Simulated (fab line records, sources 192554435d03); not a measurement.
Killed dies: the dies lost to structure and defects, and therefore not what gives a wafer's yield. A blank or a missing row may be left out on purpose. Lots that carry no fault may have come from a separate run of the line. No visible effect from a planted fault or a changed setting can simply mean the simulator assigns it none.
Split-lot experiment | flow n5Finfet | route with 1938 steps; 7 lots, 39 wafers read

== ABOUT THE SPLIT ==
At N5_HKMG_FIN_DEVELOP_11 (develop time 30 s), the setting developTimeS was moved away from the recipe's 30 s on 12 of the 39 wafers read, by -57.3% to +46.2%. All remaining wafers had this setting at the recipe value.

The file shows no step between the split and the reading.

== THE READING ==
At N5_HKMG_FIN_CD_MEAS_12: cdNm in nanometres, against a target cd of 92.8 nm. Typical for fault-free wafers on this fab line: 92.8 nm, with standard deviation 0.62 nm.

wafer  | tool, chamber at the split | developTimeS as run, s | against the recipe | cdNm, nm | against lot-mates on the recipe
L075.3 | lithoTrack-04, 0           | 30                     | recipe             | 92.6     | -
L075.4 | lithoTrack-04, 0           | 30                     | recipe             | 92.7     | -
L075.5 | lithoTrack-04, 0           | 30                     | recipe             | 92.2     | -
L077.1 | lithoTrack-05, 0           | 20.75                  | -30.8%             | 90.4     | -1.8
L077.2 | lithoTrack-05, 0           | 30                     | recipe             | 92.4     | -
L077.3 | lithoTrack-05, 0           | 30                     | recipe             | 92.4     | -
L077.4 | lithoTrack-05, 0           | 20.75                  | -30.8%             | 90.5     | -1.7
L077.5 | lithoTrack-05, 0           | 30                     | recipe             | 91.9     | -
L077.6 | lithoTrack-05, 0           | 20.75                  | -30.8%             | 90.2     | -2.0
L081.1 | lithoTrack-04, 0           | 30                     | recipe             | 92.7     | -
L081.2 | lithoTrack-04, 0           | 12.81                  | -57.3%             | 88.1     | -4.4
L081.3 | lithoTrack-04, 0           | 30                     | recipe             | 92.1     | -
L081.4 | lithoTrack-04, 0           | 12.81                  | -57.3%             | 88.4     | -4.1
L081.5 | lithoTrack-04, 0           | 30                     | recipe             | 92.6     | -
L081.6 | lithoTrack-04, 0           | 12.81                  | -57.3%             | 88.6     | -3.9
L090.1 | lithoTrack-04, 0           | 30                     | recipe             | 92.5     | -
L090.2 | lithoTrack-04, 0           | 30                     | recipe             | 92.6     | -
L090.3 | lithoTrack-04, 0           | 30                     | recipe             | 91.9     | -
L090.4 | lithoTrack-04, 0           | 30                     | recipe             | 92.2     | -
L090.5 | lithoTrack-04, 0           | 30                     | recipe             | 91.7     | -
L090.6 | lithoTrack-04, 0           | 30                     | recipe             | 91.3     | -
L091.1 | lithoTrack-04, 0           | 30                     | recipe             | 92.9     | -
L091.2 | lithoTrack-04, 0           | 30                     | recipe             | 93.1     | -
L091.3 | lithoTrack-04, 0           | 39.61                  | +32.0%             | 93.2     | +0.2
L091.4 | lithoTrack-04, 0           | 39.61                  | +32.0%             | 94.3     | +1.3
L091.5 | lithoTrack-04, 0           | 30                     | recipe             | 93.1     | -
L091.6 | lithoTrack-04, 0           | 39.61                  | +32.0%             | 94.7     | +1.7
L092.1 | lithoTrack-04, 0           | 30                     | recipe             | 92.0     | -
L092.2 | lithoTrack-04, 0           | 30                     | recipe             | 91.8     | -
L092.3 | lithoTrack-04, 0           | 30                     | recipe             | 92.5     | -
L092.4 | lithoTrack-04, 0           | 30                     | recipe             | 92.9     | -
L092.5 | lithoTrack-04, 0           | 30                     | recipe             | 92.3     | -
L092.6 | lithoTrack-04, 0           | 30                     | recipe             | 92.6     | -
L097.1 | lithoTrack-05, 0           | 43.85                  | +46.2%             | 94.7     | +2.4
L097.2 | lithoTrack-05, 0           | 43.85                  | +46.2%             | 94.3     | +2.0
L097.3 | lithoTrack-05, 0           | 43.85                  | +46.2%             | 94.9     | +2.6
L097.4 | lithoTrack-05, 0           | 30                     | recipe             | 92.0     | -
L097.5 | lithoTrack-05, 0           | 30                     | recipe             | 92.0     | -
L097.6 | lithoTrack-05, 0           | 30                     | recipe             | 92.9     | -

FIT RESULTS
A straight line over all 39 wafers: cdNm changes by +0.0607 nm for each +1% of developTimeS; r = +0.95; the points scatter about the line by 0.47 nm.
The same after taking each lot's own level away (the mean of its wafers on the recipe; 39 wafers): +0.0584 nm for each +1%; r = +0.95; scatter 0.46 nm.
That fit puts the effect of the largest move of developTimeS on the reading at 3.3 nm.
Measured against the standard deviation above, the lots' own levels, which go from 92.03 to 93.03 nm, span 1.6 times it.
The two slopes are in agreement: the lot-to-lot level therefore moves the slope only a little.
Check: for one of the wafers moved furthest among these (-57.3%), held out of the fit, the line's prediction against its lot-mates is -3.33 nm. It came out at -4.37 nm against them.

== THESE WAFERS: OTHER SPLITS ==
Before the reading, these wafers also passed through other splits. Each is held against what the fit with the lots' levels taken away leaves over:
other split on the same wafers   | wafers away from the commonest value | r with cdNm (lot level and that fit taken away)
N5_FIN_SAQP_PECVD_06 timeS       | 12                                   | +0.04
N5_SD_EPI_N_ETCH_45 targetDepthA | 15                                   | -0.21

== FILE'S OWN FIT ==
cdNm changes by +0.0586 nm for each +1% of developTimeS, r = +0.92.
